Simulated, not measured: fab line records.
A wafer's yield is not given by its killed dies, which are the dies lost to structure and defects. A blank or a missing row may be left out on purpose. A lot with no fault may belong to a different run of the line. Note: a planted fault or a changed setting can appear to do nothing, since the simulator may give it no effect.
fab line records	flow n5_finfet	part 1 of 2: steps 1 to 19 of 25
[record] lots = 5	wafers = 15	last_day = 15
route steps=1938 shown BEOL_M1@776
lots with no fault: from the same line, run without faults
start_h: hours from the record's opening day to when the first of the lot's shown wafers began	wait_h: time in hours since the lot's previous step	" identical to the entry in the row above	L1.1+2: one row covering several wafers at once	- no value present, or no start provided	* or withheld: withheld	< > ~ a bound
route shown NAME@n: names a module that has steps shown in the file, with the first one's number in the route	usual: the fault-free wafers' mean and standard deviation	same: alike in all rows	chamber/n: place in a boat	sites: each site's reading	_std_site: standard deviation across them	_edge_site: the outer-site mean with the inner-site mean subtracted	radius_mm: for every site, how far away it sits from the centre of the wafer	mask NAME#n: copy n	behind: tool/chamber where the wafer was last shaped	hold: the reason the lot was held/the length of the hold in hours/how it ended	device: names the non-switching transistor (n, p or np)	end of line: the route-end tests of the same wafers	where a step has no rows: the recipe by itself	killed: not the wafer's yield, but the dies lost to structure and defects at the first sort	map: per-die view of a wafer (x killed, . not killed, _ where there is no die)
set.NAME: the run value of the setting; set.NAME@STEP: its run value at that earlier step	model.NAME: the simulator's own value behind a step, which no gauge read
lots at some steps of the route; a table a step, a row a wafer
services: a tool's chamber out of use, with start hour (start_h, from the record's first day; less than 0 if before it), hours out, and reason
[[steps]]
[step N5_BEOL_M1_CD_MEAS_18]
[recipe] pitch_nm = 36	target_cd_nm = 18
[usual] cd_nm = 17.9/0.38
lot.wafer	tool	chamber	start_h	wait_h	cd_nm
L074.2	cd_sem-02	-	128.29	0.1	17.7
L074.5	"	-	"	"	17.9
L074.6	"	-	"	"	18.2
L078.4	cd_sem-01	-	149.67	0.1	18.6
L078.5	"	-	"	"	18.8
L078.6	"	-	"	"	18.1
L082.2	cd_sem-02	-	176.69	0.1	18.0
L082.5	"	-	"	"	18.0
L082.6	"	-	"	"	17.7
L083.1	cd_sem-02	-	176.92	0.0	17.6
L083.2	"	-	"	"	18.1
L083.4	"	-	"	"	18.2
L087.1	cd_sem-01	-	208.09	0.0	17.0
L087.3	"	-	"	"	17.7
L087.5	"	-	"	"	17.9
[step N5_BEOL_M1_COAT_67]
[recipe] resist = SOC	temp_c = 250	time_s = 60	spin_rpm = 1500	resist_thk_nm = 60
[usual] resist_line_temp_C = 22.99/0.091
lot.wafer	tool	chamber	start_h	wait_h	resist_line_temp_C
L074.2	litho_track-01	0	128.32	0.0	23.04
L074.5	"	0	"	"	22.94
L074.6	"	0	"	"	23.10
L078.4	litho_track-01	0	149.70	0.0	22.93
L078.5	"	0	"	"	23.09
L078.6	"	0	"	"	22.91
L082.2	litho_track-01	0	176.72	0.0	22.92
L082.5	"	0	"	"	23.09
L082.6	"	0	"	"	22.94
L083.1	litho_track-04	0	176.96	0.0	22.74
L083.2	"	0	"	"	22.94
L083.4	"	0	"	"	22.91
L087.1	litho_track-02	0	208.13	0.0	22.95
L087.3	"	0	"	"	22.86
L087.5	"	0	"	"	23.04
[step N5_BEOL_M1_COAT_68]
[recipe] resist = SiARC	temp_c = 220	time_s = 60	spin_rpm = 1500	resist_thk_nm = 12
[usual] resist_line_temp_C = 22.97/0.093
lot.wafer	tool	chamber	start_h	wait_h	resist_line_temp_C
L074.2	litho_track-01	0	-	-	23.06
L074.5	"	0	"	"	23.10
L074.6	"	0	"	"	22.89
L078.4	litho_track-01	0	-	-	23.00
L078.5	"	0	"	"	23.04
L078.6	"	0	"	"	23.06
L082.2	litho_track-01	0	-	-	22.84
L082.5	"	0	"	"	22.85
L082.6	"	0	"	"	22.91
L083.1	litho_track-04	0	-	-	22.91
L083.2	"	0	"	"	22.90
L083.4	"	0	"	"	22.99
L087.1	litho_track-02	0	-	-	22.87
L087.3	"	0	"	"	22.94
L087.5	"	0	"	"	22.91
[step N5_BEOL_M1_COAT_76]
[recipe] resist = underlayer	temp_c = 205	time_s = 60	spin_rpm = 1500	resist_thk_nm = 5
[usual] resist_line_temp_C = 23.01/0.11
lot.wafer	tool	chamber	start_h	wait_h	resist_line_temp_C
L074.2	litho_track-01	0	-	-	23.06
L074.5	"	0	"	"	22.71
L074.6	"	0	"	"	23.05
L078.4	litho_track-01	0	-	-	23.00
L078.5	"	0	"	"	23.01
L078.6	"	0	"	"	23.20
L082.2	litho_track-01	0	-	-	23.01
L082.5	"	0	"	"	23.03
L082.6	"	0	"	"	23.05
L083.1	litho_track-04	0	-	-	23.07
L083.2	"	0	"	"	23.01
L083.4	"	0	"	"	23.10
L087.1	litho_track-02	0	-	-	23.02
L087.3	"	0	"	"	23.04
L087.5	"	0	"	"	23.08
[step N5_BEOL_M1_COAT_22]
[recipe] resist = CAR-EUV	spin_rpm = 1500	resist_thk_nm = 30
[usual] resist_line_temp_C = 22.98/0.11
lot.wafer	tool	chamber	start_h	wait_h	resist_line_temp_C
L074.2	litho_track-01	0	-	-	23.02
L074.5	"	0	"	"	23.06
L074.6	"	0	"	"	23.01
L078.4	litho_track-01	0	-	-	23.00
L078.5	"	0	"	"	23.04
L078.6	"	0	"	"	22.97
L082.2	litho_track-01	0	-	-	23.02
L082.5	"	0	"	"	23.12
L082.6	"	0	"	"	23.03
L083.1	litho_track-04	0	-	-	23.07
L083.2	"	0	"	"	22.84
L083.4	"	0	"	"	22.98
L087.1	litho_track-02	0	-	-	22.91
L087.3	"	0	"	"	22.97
L087.5	"	0	"	"	23.14
[step N5_BEOL_M1_EBR_24]
[recipe] solvent = PGMEA	ebr_width_mm = 1.5
[usual] resist_line_temp_C = 23.01/0.11
lot.wafer	tool	chamber	start_h	wait_h	resist_line_temp_C
L074.2	litho_track-01	0	-	-	22.92
L074.5	"	0	"	"	23.13
L074.6	"	0	"	"	22.98
L078.4	litho_track-01	0	-	-	22.96
L078.5	"	0	"	"	23.02
L078.6	"	0	"	"	22.89
L082.2	litho_track-01	0	-	-	23.02
L082.5	"	0	"	"	22.87
L082.6	"	0	"	"	23.01
L083.1	litho_track-04	0	-	-	22.94
L083.2	"	0	"	"	23.20
L083.4	"	0	"	"	23.00
L087.1	litho_track-02	0	-	-	23.15
L087.3	"	0	"	"	22.98
L087.5	"	0	"	"	23.15
[step N5_BEOL_M1_SOFTBAKE_23]
[recipe] temp_c = 110	time_s = 60	resist = CAR-EUV
[usual] resist_line_temp_C = 22.97/0.12
lot.wafer	tool	chamber	start_h	wait_h	resist_line_temp_C
L074.2	litho_track-01	0	-	-	22.94
L074.5	"	0	"	"	22.90
L074.6	"	0	"	"	22.99
L078.4	litho_track-01	0	-	-	22.81
L078.5	"	0	"	"	22.91
L078.6	"	0	"	"	22.78
L082.2	litho_track-01	0	-	-	23.06
L082.5	"	0	"	"	22.97
L082.6	"	0	"	"	22.94
L083.1	litho_track-04	0	-	-	23.05
L083.2	"	0	"	"	22.88
L083.4	"	0	"	"	23.07
L087.1	litho_track-02	0	-	-	23.11
L087.3	"	0	"	"	23.04
L087.5	"	0	"	"	23.01
[step N5_BEOL_M1_EXPOSE_25]
[recipe] mask_id = V0	na = 0.33	source_shape = quasar	sigma_inner = 0.2	sigma_outer = 0.8	polarization = unpolarized	defocus_nm = 5	target_cd_nm = 24	dose_mj = 63
lot.wafer	tool	chamber	start_h	wait_h	mask
L074.2+5+6	euv_scanner-01	0	128.47	-	V0#0
L078.4+5+6	euv_scanner-02	0	149.86	-	V0#0
L082.2+5+6	euv_scanner-01	0	176.92	-	V0#0
L083.1+2+4	euv_scanner-01	0	177.10	-	V0#0
L087.1+3+5	euv_scanner-01	0	208.39	-	V0#0
[step N5_BEOL_M1_PEB_26]
[recipe] peb_temp_c = 100	peb_time_s = 60	resist = CAR-EUV
[usual] resist_line_temp_C = 22.99/0.093
lot.wafer	tool	chamber	start_h	wait_h	resist_line_temp_C
L074.2	litho_track-01	0	128.54	0.1	23.08
L074.5	"	0	"	"	22.93
L074.6	"	0	"	"	23.02
L078.4	litho_track-04	0	149.92	0.0	23.01
L078.5	"	0	"	"	23.15
L078.6	"	0	"	"	23.09
L082.2	litho_track-01	0	176.99	0.1	23.06
L082.5	"	0	"	"	23.07
L082.6	"	0	"	"	23.19
L083.1	litho_track-02	0	177.18	0.1	22.95
L083.2	"	0	"	"	22.86
L083.4	"	0	"	"	22.90
L087.1	litho_track-01	0	208.47	0.1	22.98
L087.3	"	0	"	"	22.84
L087.5	"	0	"	"	22.84
[step N5_BEOL_M1_DEVELOP_27]
[recipe] develop_time_s = 30	developer = TMAH	resist = CAR-EUV	rinse_liquid = surfactant_rinse	dry = air_spin	dev_temp_c = 23
[usual] resist_line_temp_C = 23.00/0.11
lot.wafer	tool	chamber	start_h	wait_h	resist_line_temp_C
L074.2	litho_track-01	0	-	-	23.09
L074.5	"	0	"	"	23.06
L074.6	"	0	"	"	23.07
L078.4	litho_track-04	0	-	-	23.26
L078.5	"	0	"	"	23.19
L078.6	"	0	"	"	23.18
L082.2	litho_track-01	0	-	-	22.91
L082.5	"	0	"	"	22.90
L082.6	"	0	"	"	22.97
L083.1	litho_track-02	0	-	-	22.97
L083.2	"	0	"	"	22.95
L083.4	"	0	"	"	22.99
L087.1	litho_track-01	0	-	-	23.08
L087.3	"	0	"	"	23.14
L087.5	"	0	"	"	23.10
[step N5_BEOL_M1_CD_MEAS_28]
[recipe] landing_energy_ev = 500	detector = se_inlens	target_cd_y_nm = 23.3
[usual] cd_nm = 23.88/0.28
lot.wafer	tool	chamber	start_h	wait_h	cd_nm
L074.2	cd_sem-02	0	128.61	-	24.16
L074.5	"	0	"	"	24.20
L074.6	"	0	"	"	24.31
L078.4	cd_sem-03	0	149.99	-	23.78
L078.5	"	0	"	"	23.69
L078.6	"	0	"	"	23.28
L082.2	cd_sem-01	0	177.05	-	24.14
L082.5	"	0	"	"	23.97
L082.6	"	0	"	"	24.24
L083.1	cd_sem-03	0	177.25	-	23.67
L083.2	"	0	"	"	23.42
L083.4	"	0	"	"	23.45
L087.1	cd_sem-03	0	208.53	-	24.19
L087.3	"	0	"	"	23.78
L087.5	"	0	"	"	23.87
[step N5_BEOL_M1_OVL_MEAS_29]
[recipe] points_per_wafer = 522
[usual] V0_OVL = 0.0/0.52
lot.wafer	tool	chamber	start_h	wait_h	V0_OVL[nm]
L074.2	overlay-01	0	128.64	0.0	-0.1
L074.5	"	0	"	"	-0.5
L074.6	"	0	"	"	0.3
L078.4	overlay-01	0	150.03	0.0	0.5
L078.5	"	0	"	"	-0.2
L078.6	"	0	"	"	0.2
L082.2	overlay-01	0	177.09	0.0	0.9
L082.5	"	0	"	"	-0.1
L082.6	"	0	"	"	0.5
L083.1	overlay-01	0	177.28	0.0	-0.1
L083.2	"	0	"	"	0.3
L083.4	"	0	"	"	0.0
L087.1	overlay-01	0	208.56	0.0	0.2
L087.3	"	0	"	"	-0.2
L087.5	"	0	"	"	-0.2
[step N5_BEOL_M1_INSPECT_30]
[recipe] mode = adi	inspect_instrument = brightfield
[usual] raw_defect_count = 405/95
lot.wafer	tool	chamber	start_h	wait_h	raw_defect_count
L074.2	defect_inspect-01	-	128.70	0.0	401
L074.5	"	-	"	"	424
L074.6	"	-	"	"	577
L078.4	defect_inspect-01	-	150.07	0.0	305
L078.5	"	-	"	"	402
L078.6	"	-	"	"	329
L082.2	defect_inspect-01	-	177.14	0.0	307
L082.5	"	-	"	"	339
L082.6	"	-	"	"	358
L083.1	defect_inspect-02	-	177.33	0.1	407
L083.2	"	-	"	"	533
L083.4	"	-	"	"	515
L087.1	defect_inspect-02	-	208.62	0.1	321
L087.3	"	-	"	"	444
L087.5	"	-	"	"	346
[step N5_BEOL_M1_DESCUM_33]
[recipe] chemistry = O2	time_s = 7	source_power_w = 50	bias_power_w = 20	pressure_mtorr = 20	rf_frequency_hz = 2.712e+07	temp_c = 40	resist = CAR-EUV	o2_flow_sccm = 225
[usual] chamber_pressure_mTorr = 19.996/0.017	drypump_motor_current_A = 5.8/0.58	oes_product_au = 0.77/0.095	rf_vpp_V = 243.3/1.3	showerhead_plenum_p_Torr = 2.11/0.055	throttle_valve_pct = 20.47/0.24
lot.wafer	tool	chamber	start_h	wait_h	chamber_pressure_mTorr	drypump_motor_current_A	oes_product_au	rf_hours_counter_h	rf_vpp_V	showerhead_plenum_p_Torr	throttle_valve_pct
L074.2	rie_diel-03	3	128.73	0.0	20.015	4.8	0.74	153	244.7	2.19	20.48
L074.5	"	3	"	"	19.998	4.8	0.74	-	244.2	2.19	20.47
L074.6	"	0	"	"	19.973	5.9	0.68	-	243.5	2.03	20.81
L078.4	rie_diel-05	1	150.10	0.0	19.982	5.3	0.70	237	243.6	2.15	20.52
L078.5	"	3	"	"	19.994	5.8	0.72	-	244.7	2.16	20.60
L078.6	"	2	"	"	19.988	6.6	0.76	-	245.0	2.12	20.58
L082.2	rie_diel-02	1	177.38	0.2	20.004	6.3	0.84	62	244.9	2.14	20.12
L082.5	"	0	"	"	20.022	5.2	0.70	-	244.7	2.12	20.14
L082.6	"	1	"	"	19.991	6.3	0.83	-	242.7	2.14	20.13
L083.1	rie_diel-03	0	177.56	0.2	20.026	5.9	0.96	12	242.1	2.03	20.26
L083.2	"	2	"	"	19.991	6.0	1.02	2	243.4	2.13	20.26
L083.4	"	1	"	"	19.976	5.3	0.74	177	244.0	2.09	20.93
L087.1	rie_diel-05	3	208.66	0.0	20.027	5.9	0.70	178	244.5	2.15	20.61
L087.3	"	2	"	"	19.984	6.6	0.74	165	243.3	2.11	20.62
L087.5	"	0	"	"	20.001	6.6	0.75	-	240.0	2.03	20.23
[step N5_BEOL_M1_ETCH_77]
[recipe] chemistry = N2/H2	target = underlayer	target_depth_a = 65	mask_material = CAR-EUV	time_s = 5.2	ion_energy_ev = 200	pressure_mtorr = 30	source_w = 840	bias_w = 150	n2_flow_sccm = 200	h2_flow_sccm = 200	ends = cleared
[usual] chamber_pressure_mTorr = 30.00/0.039	drypump_motor_current_A = 5.8/0.58	etch_rf_on_time_s = 5.23/0.2	oes_product_au = 0.66/0.079	rf_vpp_V = 524.3/2.4	showerhead_plenum_p_Torr = 2.56/0.074	throttle_valve_pct = 17.90/0.2
lot.wafer	tool	chamber	start_h	wait_h	chamber_pressure_mTorr	drypump_motor_current_A	etch_rf_on_time_s	oes_product_au	rf_hours_counter_h	rf_vpp_V	showerhead_plenum_p_Torr	throttle_valve_pct
L074.2	rie_diel-03	3	128.76	0.0	29.96	4.8	5.20	0.64	153	527.2	2.65	17.92
L074.5	"	3	"	"	29.97	4.8	5.25	0.65	-	526.3	2.65	17.90
L074.6	"	0	"	"	29.93	5.9	5.26	0.58	-	523.9	2.51	18.41
L078.4	rie_diel-05	1	150.14	0.0	30.04	5.3	5.30	0.59	237	525.0	2.61	17.92
L078.5	"	3	"	"	29.99	5.8	5.26	0.62	-	526.9	2.65	18.12
L078.6	"	2	"	"	29.97	6.6	5.33	0.64	-	522.3	2.53	17.80
L082.2	rie_diel-02	1	177.41	0.0	29.97	6.3	5.27	0.70	62	526.3	2.60	17.65
L082.5	"	0	"	"	30.00	5.2	5.45	0.59	-	525.2	2.60	17.71
L082.6	"	1	"	"	29.99	6.3	5.24	0.70	-	524.4	2.61	17.62
L083.1	rie_diel-03	0	177.60	0.0	30.02	5.9	5.13	0.82	12	524.1	2.50	17.86
L083.2	"	2	"	"	30.05	6.0	5.22	0.86	2	528.3	2.61	17.86
L083.4	"	1	"	"	30.01	5.4	4.74	0.67	177	521.0	2.51	18.08
L087.1	rie_diel-05	3	208.69	0.0	29.99	5.8	5.28	0.60	178	527.1	2.64	18.17
L087.3	"	2	"	"	29.98	6.6	5.34	0.63	165	524.5	2.52	17.85
L087.5	"	0	"	"	29.99	6.6	5.47	0.63	-	520.9	2.45	17.68
[step N5_BEOL_M1_ETCH_69]
[recipe] chemistry = CF4	target = SiARC	target_depth_a = 156	mask_material = CAR-EUV	time_s = 26	ion_energy_ev = 80	pressure_mtorr = 40	source_w = 545	bias_w = 36	Ar_flow_sccm = 100	cf4_flow_sccm = 100	ends = cleared
[usual] chamber_pressure_mTorr = 40.00/0.037	drypump_motor_current_A = 5.8/0.58	etch_rf_on_time_s = 26.2/0.97	oes_product_au = 0.66/0.079	rf_vpp_V = 184.1/1.1	showerhead_plenum_p_Torr = 2.16/0.056	throttle_valve_pct = 15.66/0.23
lot.wafer	tool	chamber	start_h	wait_h	chamber_pressure_mTorr	drypump_motor_current_A	etch_rf_on_time_s	oes_product_au	rf_hours_counter_h	rf_vpp_V	showerhead_plenum_p_Torr	throttle_valve_pct
L074.2	rie_diel-03	3	128.78	0.0	40.02	4.8	26.5	0.63	153	184.5	2.23	15.61
L074.5	"	3	"	"	40.04	4.8	26.6	0.63	-	184.1	2.23	15.63
L074.6	"	0	"	"	39.98	5.9	26.5	0.57	-	183.8	2.10	16.12
L078.4	rie_diel-05	1	150.15	0.0	40.03	5.3	26.4	0.60	237	184.9	2.19	15.79
L078.5	"	3	"	"	39.97	5.8	26.5	0.61	-	185.7	2.22	15.81
L078.6	"	2	"	"	40.05	6.6	26.5	0.65	-	185.4	2.13	15.52
L082.2	rie_diel-02	1	177.43	0.0	40.01	6.3	26.2	0.70	62	185.5	2.18	15.25
L082.5	"	0	"	"	40.09	5.2	27.0	0.59	-	183.0	2.20	15.72
L082.6	"	1	"	"	39.99	6.3	25.9	0.70	-	185.2	2.18	15.27
L083.1	rie_diel-03	0	177.62	0.0	39.98	5.9	25.3	0.82	12	184.2	2.10	15.60
L083.2	"	2	"	"	39.95	6.0	26.1	0.85	2	182.9	2.20	15.53
L083.4	"	1	"	"	40.07	5.3	23.8	0.66	177	181.3	2.14	16.00
L087.1	rie_diel-05	3	208.71	0.0	40.00	5.9	27.0	0.60	178	184.8	2.21	15.87
L087.3	"	2	"	"	40.03	6.6	26.7	0.63	165	183.1	2.13	15.53
L087.5	"	0	"	"	40.04	6.6	27.2	0.63	-	183.5	2.07	15.37
[step N5_BEOL_M1_ALD_98]
[recipe] material = SiO2	target_thk_a = 25	temp_c = 100	ald_precursor_family = BDEAS	ald_co_reactant = O2-plasma	pulse_time_s = 1	co_reactant_pulse_time_s = 1	purge_time_s = 2	co_reactant_purge_time_s = 2	ald_cycles = 17	pressure_torr = 2
[usual] heater_power_w = 77/4.1	precursor_pulse_height_rel = 1.002/0.02
[same] co_reactant_pulse_time_s = 1
lot.wafer	tool	chamber	start_h	wait_h	heater_power_w	precursor_pulse_height_rel	since_wet_clean_h
L074.2	ald_sin-01	3	128.86	0.1	77	0.972	225
L074.5	"	1	"	"	77	1.024	-
L074.6	"	0	"	"	74	0.987	-
L078.4	ald_sin-04	1	150.24	0.1	76	1.008	143
L078.5	"	2	"	"	85	0.982	-
L078.6	"	1	"	"	76	0.988	-
L082.2	ald_sin-01	0	177.51	0.1	73	1.019	273
L082.5	"	2	"	"	81	1.009	-
L082.6	"	1	"	"	78	0.974	-
L083.1	ald_sin-01	1	177.70	0.1	78	0.961	274
L083.2	"	2	"	"	80	1.020	274
L083.4	"	3	"	"	74	1.023	274
L087.1	ald_sin-04	0	208.81	0.1	75	0.975	201
L087.3	"	3	"	"	72	0.985	201
L087.5	"	3	"	"	75	1.007	-
[step N5_BEOL_M1_ETCHBACK_99]
[recipe] chemistry = CHF3	target = SiO2	target_depth_a = 50	time_s = 10.4	source_w = 215	bias_w = 47	Ar_flow_sccm = 200	CHF3_flow_sccm = 12	ion_energy_ev = 100	pressure_mtorr = 30
[usual] chamber_pressure_mTorr = 29.998/0.029	drypump_motor_current_A = 5.8/0.55	oes_product_au = 0.77/0.094	rf_vpp_V = 243/3.1	showerhead_plenum_p_Torr = 2.18/0.058	throttle_valve_pct = 17.11/0.23
lot.wafer	tool	chamber	start_h	wait_h	chamber_pressure_mTorr	drypump_motor_current_A	oes_product_au	rf_hours_counter_h	rf_vpp_V	showerhead_plenum_p_Torr	throttle_valve_pct
L074.2	rie_diel-05	1	129.33	0.4	30.038	5.4	0.71	230	251	2.22	17.26
L074.5	"	0	"	"	29.970	6.6	0.77	-	245	2.10	16.89
L074.6	"	1	"	"	29.996	5.3	0.71	-	251	2.22	17.24
L078.4	rie_diel-03	3	150.95	0.7	29.993	4.8	0.73	-	248	2.28	17.29
L078.5	"	0	"	"	29.999	5.9	1.03	-	239	2.12	17.11
L078.6	"	1	"	"	30.011	5.3	0.76	-	243	2.15	17.43
L082.2	rie_diel-02	1	184.64	7.1	30.001	6.3	0.82	64	244	2.18	16.69
L082.5	"	2	"	"	29.977	5.9	0.69	-	236	2.07	17.21
L082.6	"	0	"	"	29.978	5.2	0.69	-	241	2.21	17.15
L083.1	rie_diel-02	2	193.71	16.0	30.021	5.9	0.69	243	239	2.06	17.19
L083.2	"	0	"	"	30.029	5.2	0.70	232	244	2.21	17.15
L083.4	"	1	"	"	29.974	6.3	0.81	-	245	2.18	16.69
L087.1	rie_diel-02	3	215.99	7.1	30.064	6.2	0.68	236	243	2.21	17.10
L087.3	"	1	"	"	29.981	6.3	0.79	75	246	2.18	16.71
L087.5	"	0	"	"	29.984	5.2	0.69	-	243	2.21	17.17
[step N5_BEOL_M1_ETCH_70]
[recipe] chemistry = N2/H2	target = SOC	target_depth_a = 800	overetch_a = 160	mask_material = SiARC	temp_c = 40	time_s = 120	ion_energy_ev = 200	pressure_mtorr = 30	source_w = 840	bias_w = 150	n2_flow_sccm = 200	h2_flow_sccm = 200
[usual] chamber_pressure_mTorr = 29.999/0.026	drypump_motor_current_A = 5.8/0.55	oes_product_au = 0.59/0.068	rf_vpp_V = 524.6/2	showerhead_plenum_p_Torr = 2.57/0.074	throttle_valve_pct = 17.80/0.17
lot.wafer	tool	chamber	start_h	wait_h	chamber_pressure_mTorr	drypump_motor_current_A	oes_product_au	rf_hours_counter_h	rf_vpp_V	showerhead_plenum_p_Torr	throttle_valve_pct
L074.2	rie_diel-05	1	129.37	0.0	30.013	5.3	0.54	230	524.1	2.61	17.88
L074.5	"	0	"	"	29.990	6.6	0.59	-	522.0	2.46	17.60
L074.6	"	1	"	"	29.987	5.3	0.54	-	525.9	2.61	17.89
L078.4	rie_diel-03	3	151.01	0.0	29.975	4.8	0.57	-	526.2	2.65	17.88
L078.5	"	0	"	"	30.025	5.9	0.77	-	523.3	2.51	17.81
L078.6	"	1	"	"	29.996	5.3	0.56	-	522.8	2.51	18.01
L082.2	rie_diel-02	1	184.68	0.0	30.017	6.3	0.62	64	524.5	2.60	17.60
L082.5	"	2	"	"	29.982	5.9	0.55	-	519.4	2.39	17.66
L082.6	"	0	"	"	30.025	5.2	0.55	-	525.3	2.60	17.67
L083.1	rie_diel-02	2	193.75	0.0	29.985	5.9	0.53	243	520.3	2.39	17.65
L083.2	"	0	"	"	29.983	5.2	0.55	232	526.0	2.60	17.68
L083.4	"	1	"	"	29.968	6.3	0.63	-	526.0	2.60	17.62
L087.1	rie_diel-02	3	216.03	0.0	29.969	6.3	0.53	236	524.3	2.64	17.97
L087.3	"	1	"	"	30.017	6.3	0.61	75	523.6	2.60	17.62
L087.5	"	0	"	"	30.055	5.2	0.54	-	526.1	2.59	17.69
